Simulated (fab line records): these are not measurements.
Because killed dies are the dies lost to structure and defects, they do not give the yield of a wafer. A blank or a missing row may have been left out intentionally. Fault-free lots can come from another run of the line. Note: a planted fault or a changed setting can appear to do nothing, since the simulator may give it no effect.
A lot that was struck, set against a sound lot ; flow n5Finfet ; 16 out of 1938 route steps
Sound: wafers L888.1, L888.2, L888.6. Struck: wafer L900.1. (L900.3, L900.6 of the same lot were not struck and are left out.) The cause comes at the end.
At each step with rows: each side's tool, then ch and its chambers, then its first start. Under that, the readings that differ: sound wafers ; struck wafers ; difference of the means ; sigmas: that difference in standard deviations of wafers without a fault.
alike: words and numbers the same on both sides, and readings whose means are apart by under 2 such deviations; not compared: readings that were withheld, readings missing a value for some wafer, numbers with overlapping values and no deviation given by the record, and bounds like >300 which may hide the same value.
The two part at a step that has a row with sigmas, a row that says differs or no value, or rows on one side only. Numbers that don't overlap but have no deviation are shown without sigmas and don't part them. A reading missing from all wafers of one side parts the sides only when that side holds two or more wafers.

N5_MOL_CONTACT_COAG_OVL_MEAS_85:
  sound on overlay-01 ch 0, day 7 07:19; struck on overlay-01 ch 0, day 10 11:52
reading;sound;struck;difference;sigmas
VG_OVL (nm);0.0 -0.4 0.3;2.7;+2.7;+4
N5_MOL_CONTACT_COAG_INSPECT_57: inspects for defects (brightfield).
  sound: defectInspect-01 at day 7 07:23; struck: defectInspect-02 at day 10 11:55
reading;sound;struck;difference;sigmas
rawDefectCount;167 142 194;297;+129;+3
then, 1 step without rows for these wafers: N5_MOL_CONTACT_COAG_DESCUM_88 (chemistry O2, time 7 s).
N5_MOL_CONTACT_COAG_ETCH_89: etches underlayer in N2/H2, target depth 13 nm, time 10.4 s.
  sound on rieDiel-06 ch 0,1,2, day 7 07:27; struck on rieDiel-06 ch 0, day 10 11:59
  alike: biasW, drypumpMotorCurrentA, etchRfOnTimeS, n2FlowSccm, oesProductAu, rfVppV, showerheadPlenumPTorr, throttleValvePct
  not compared: rfHoursCounterH
N5_MOL_CONTACT_COAG_ETCH_90: etches SiARC in CF4, target depth 13 nm, time 21.7 s.
  sound on rieDiel-06 ch 0,1,2, day 7 07:28; struck on rieDiel-06 ch 0, day 10 12:01
  alike: biasW, drypumpMotorCurrentA, etchRfOnTimeS, oesProductAu, rfVppV, showerheadPlenumPTorr, throttleValvePct
  not compared: rfHoursCounterH
N5_MOL_CONTACT_COAG_ALD_131: deposits SiO2, target thk 5 nm, pulse time 1 s, co reactant pulse time 1 s.
  sound on aldSin-01 ch 1,2, day 7 07:33; struck on aldSin-04 ch 0, day 10 12:05
  alike: heaterPowerW, precursorPulseHeightRel
then, 1 step without rows for these wafers: N5_MOL_CONTACT_COAG_ETCHBACK_132 (etches SiO2 in CHF3, target depth 10 nm, time 6.7 s).
N5_MOL_CONTACT_COAG_ETCH_91: etches SOC in N2/H2, target depth 60 nm, overetch 21 nm, time 101.2 s.
  sound on rieDiel-01 ch 0,1,2, day 7 07:46; struck on rieDiel-06 ch 3, day 10 12:19
reading;sound;struck;difference;sigmas
biasW (W);149.9 149.2 150.2;150.8;+1.0;+2
n2FlowSccm (sccm);200.2 199.7 200.2;198.7;-1.3;-2
  alike: drypumpMotorCurrentA, oesProductAu, rfVppV, showerheadPlenumPTorr, throttleValvePct
  not compared: rfHoursCounterH
then, 2 steps without rows for these wafers: N5_MOL_CONTACT_COAG_STRIP_92 (strips in N2/H2); N5_MOL_CONTACT_COAG_STRIP_93 (strips in N2/H2).
N5_MOL_CONTACT_COAG_ETCHBACK_135: etches SiO2 in CHF3, target depth 25 nm, time 16.7 s.
  sound on rieDiel-01 ch 0,1,2, day 7 07:51; struck on rieDiel-06 ch 3, day 10 12:24
reading;sound;struck;difference;sigmas
rfVppV (V);509 520 523;536;+19;+2
  alike: drypumpMotorCurrentA, oesProductAu, showerheadPlenumPTorr, throttleValvePct
  not compared: rfHoursCounterH
then, 1 step without rows for these wafers: N5_MOL_CONTACT_COAG_STRIP_118 (strips in CHF3).
N5_MOL_CONTACT_COAG_VIA_ETCH_46: etches SiO2 in C4F6/O2, target depth 46 nm, overetch 9.2 nm, time 40 s.
  sound on rieDiel-01 ch 0,1,2, day 7 07:53; struck on rieDiel-06 ch 3, day 10 12:26
reading;sound;struck;difference;sigmas
biasW (W);452.3 456.4 454.1;315.0;-139.3;-99 or more
rfVppV (V);1547 1575 1589;1229;-341;-16
model.SOC_of_MOL_CONTACT_COAG_COAT_75.thkNm (nm);51.2 50.6 50.6;52;+1;
  alike: drypumpMotorCurrentA, oesProductAu, showerheadPlenumPTorr, throttleValvePct
  not compared: rfHoursCounterH
then, 1 step without rows for these wafers: N5_MOL_CONTACT_COAG_STRIP_96 (strips in N2/H2).
-- here the record skips 3 days between the struck wafers' starts before and after, leaving off in module MOL_CONTACT_COAG and picking up in module BEOL_M4 (first step shown: number 1111 of the route) --
N5_BEOL_M4_RC_MEAS_101:
  sound on prober-02 ch 0, day 10 05:01; struck on prober-02 ch 0, day 13 03:35
reading;sound;struck;difference;sigmas
VT_N (mV);250.4 252.8 246.9;244.6;-5.4;-2
  alike: DIBL_N, DIBL_P, IOFF_N, IOFF_P, ION_N, ION_P, SS_N, SS_P, VT_P
-- record jumps: 5 days separate the struck wafers' starts on either side; left off in module BEOL_M4, taken up again in module PASSIVATION, whose first shown step is the route's number 1936 --
N5_PASSIVATION_PROBE_49:
  sound: prober-01 at day 14 05:29; struck: prober-01 at day 17 20:05
reading;sound;struck;difference;sigmas
killedAtContacts;4 13 19;30;+18;+2
  alike: defectLimitedYield, killed_at_M0_to_M3, killed_at_M4_up, killedAtFrontEnd, killedAtOther, killedDies, killedOpen, killedShort, sort_bin_5_function, sort_bin_6_memory, sortNPass, sortYieldPct

== WHERE THEY PART ==
Earliest at N5_MOL_CONTACT_COAG_OVL_MEAS_85; latest, in this record, at N5_PASSIVATION_PROBE_49.

WHY: the cause the simulator had injected
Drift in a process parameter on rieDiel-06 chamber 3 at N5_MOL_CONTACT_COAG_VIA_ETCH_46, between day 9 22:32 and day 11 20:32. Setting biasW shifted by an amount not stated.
